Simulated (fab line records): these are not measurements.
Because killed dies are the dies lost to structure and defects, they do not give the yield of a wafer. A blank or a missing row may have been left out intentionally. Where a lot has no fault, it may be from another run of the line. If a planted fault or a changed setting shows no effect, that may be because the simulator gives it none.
Chamber matching + flow n5_finfet + N5_BEOL_M2_ETCH_74 on rie_diel-01: 4 sister chambers
The step etches underlayer in N2/H2, target depth 6.5 nm, time 5.2 s. 18 wafers are shown with their chamber, then 9 later ones without.

WAFERS PAIRED WITH THEIR CHAMBERS
| wafer  | chamber | throttle_valve_pct (%) | showerhead_plenum_p_Torr (Torr) | drypump_motor_current_A (A) |
|--------|---------|------------------------|---------------------------------|-----------------------------|
| L074.1 | 0       | 17.64                  | 2.46                            | 5.1                         |
| L074.2 | 2       | 18.08                  | 2.65                            | 6.1                         |
| L074.3 | 3       | 18.18                  | 2.62                            | 5.2                         |
| L075.1 | 3       | 18.18                  | 2.61                            | 5.2                         |
| L075.3 | 0       | 17.64                  | 2.46                            | 5.1                         |
| L075.5 | 3       | 18.19                  | 2.61                            | 5.3                         |
| L077.1 | 0       | 17.66                  | 2.46                            | 5.1                         |
| L077.3 | 2       | 18.11                  | 2.65                            | 6.1                         |
| L077.5 | 1       | 17.69                  | 2.50                            | 5.9                         |
| L078.1 | 3       | 18.21                  | 2.61                            | 5.3                         |
| L078.5 | 0       | 17.66                  | 2.46                            | 5.2                         |
| L078.6 | 3       | 18.21                  | 2.61                            | 5.3                         |
| L080.2 | 1       | 17.72                  | 2.49                            | 5.9                         |
| L080.3 | 0       | 17.66                  | 2.45                            | 5.2                         |
| L080.6 | 3       | 18.19                  | 2.61                            | 5.2                         |
| L082.2 | 3       | 18.21                  | 2.61                            | 5.2                         |
| L082.3 | 2       | 18.11                  | 2.64                            | 6.1                         |
| L082.5 | 0       | 17.67                  | 2.45                            | 5.1                         |

SIGNATURES (means of the wafers above)
| reading                  | chamber 0 | chamber 1 | chamber 2 | chamber 3 | scatter within a chamber |
|--------------------------|-----------|-----------|-----------|-----------|--------------------------|
| throttle_valve_pct       | 17.6550   | 17.7050   | 18.1000   | 18.1957   | 0.0146                   |
| showerhead_plenum_p_Torr | 2.4567    | 2.4950    | 2.6467    | 2.6114    | 0.0049                   |
| drypump_motor_current_A  | 5.133     | 5.900     | 6.100     | 5.243     | 0.0467                   |
Rule: for each reading, subtract the chamber's mean from the wafer's reading, divide by that reading's scatter and square the result; add these up over the readings and take the root, which gives the wafer's distance from the chamber. If the next closest chamber is less than 2 further off than the closest, the wafer can't be placed; otherwise it belongs to the closest. The scatter: the root of (the sum of the squares of (reading less its chamber's mean) over the shown wafers, divided by (wafers less chambers)).

WAFERS WHOSE CHAMBER IS MISSING
| wafer  | throttle_valve_pct (%) | showerhead_plenum_p_Torr (Torr) | drypump_motor_current_A (A) |
|--------|------------------------|---------------------------------|-----------------------------|
| L083.2 | 17.69                  | 2.45                            | 5.2                         |
| L083.3 | 17.73                  | 2.49                            | 6.0                         |
| L083.6 | 18.12                  | 2.64                            | 6.1                         |
| L088.2 | 18.27                  | 2.60                            | 5.3                         |
| L088.3 | 17.68                  | 2.45                            | 5.1                         |
| L088.5 | 17.73                  | 2.49                            | 5.9                         |
| L093.3 | 18.26                  | 2.60                            | 5.3                         |
| L093.5 | 17.74                  | 2.48                            | 6.0                         |
| L093.6 | 18.12                  | 2.63                            | 6.1                         |

WHICH CHAMBER EACH WENT THROUGH
| wafer  | from the rows above | in truth |
|--------|---------------------|----------|
| L083.2 | 0                   | 0        |
| L083.3 | 1                   | 1        |
| L083.6 | 2                   | 2        |
| L088.2 | 3                   | 3        |
| L088.3 | 0                   | 0        |
| L088.5 | 1                   | 1        |
| L093.3 | 3                   | 3        |
| L093.5 | 1                   | 1        |
| L093.6 | 2                   | 2        |
Placed correctly: 9 of 9. Left unplaced by these rows: 0. Wrongly placed: 0.
